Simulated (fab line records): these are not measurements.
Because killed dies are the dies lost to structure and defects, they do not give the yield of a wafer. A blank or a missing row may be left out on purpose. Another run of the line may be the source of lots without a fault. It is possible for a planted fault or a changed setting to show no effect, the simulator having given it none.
Struck lot and sound lot, side by side ; flow nand_harc ; 13 out of 1302 route steps
Sound: wafers L771.1, L771.5, L771.6. Struck: wafers L767.1, L767.2, L767.6. The cause is named last.
For every step that has rows: the tool of each side, followed by ch and its chambers, followed by its first start. Under that, the readings that differ: sound wafers ; struck wafers ; difference of the means ; sigmas: that difference in standard deviations of wafers without a fault.
alike: readings with means less than 2 such deviations apart, plus words and numbers identical on both sides. not compared: withheld readings, readings lacking a value on some wafer, bounds such as >300 that could conceal the same value, and numbers that have no deviation in the record and whose values overlap.
Wherever a step has rows on one side only, a row that says differs or no value, or a row with sigmas, the two part there. Numbers that have no deviation but don't overlap get no sigmas and don't part them. A reading that every wafer of one side lacks parts them only if that side has two wafers or more.

first, 1 step without rows for these wafers: NHARC_P_M0_SRD_25.
NHARC_P_M0_INSPECT_27:
  struck on defect_inspect-02, day 12 07:02; sound on defect_inspect-01, day 14 03:35
  alike: raw_defect_count
NHARC_P_M0_PRE_CLEAN_31: time 12 s.
  sound on pecvd-03 ch 1,2, day 14 03:40; struck on pecvd-03 ch 0,1, day 12 07:06
  alike: heater_power_w
NHARC_P_M0_DEP_32: deposits SiCN, target thk 30 nm.
  sound on pecvd-03 ch 1,2, day 14 03:46; struck on pecvd-03 ch 0,1, day 12 07:11
  alike: heater_power_w
then, 7 steps without rows for these wafers: NHARC_P_M1_DEP_00 (deposits SiOC, target thk 182.5 nm); NHARC_P_M1_DEHYDRATE_01 (time 120 s); NHARC_P_M1_HMDS_02 (time 30 s); NHARC_P_M1_COAT_34 (time 65 s); NHARC_P_M1_COAT_03 (resist thk 90 nm); NHARC_P_M1_SOFTBAKE_04 (time 55 s); NHARC_P_M1_EBR_05.
NHARC_P_M1_EXPOSE_06: exposes mask P M1, target cd 130 nm.
  sound on arfi_scanner-03 ch 0, day 14 04:50; struck on arfi_scanner-02, day 12 08:17
  no value came back on the struck wafers for exposure_dose_mJ_cm2, focus_offset_nm (nm), na; on the sound wafers exposure_dose_mJ_cm2 reads 81.95 81.87 81.87
  alike: mask
then, 1 step without rows for these wafers: NHARC_P_M1_PEB_07 (peb time 65 s).

## WHERE THEY PART
NHARC_P_M1_EXPOSE_06 only, going by this record.

WHY: whatever the simulator had introduced
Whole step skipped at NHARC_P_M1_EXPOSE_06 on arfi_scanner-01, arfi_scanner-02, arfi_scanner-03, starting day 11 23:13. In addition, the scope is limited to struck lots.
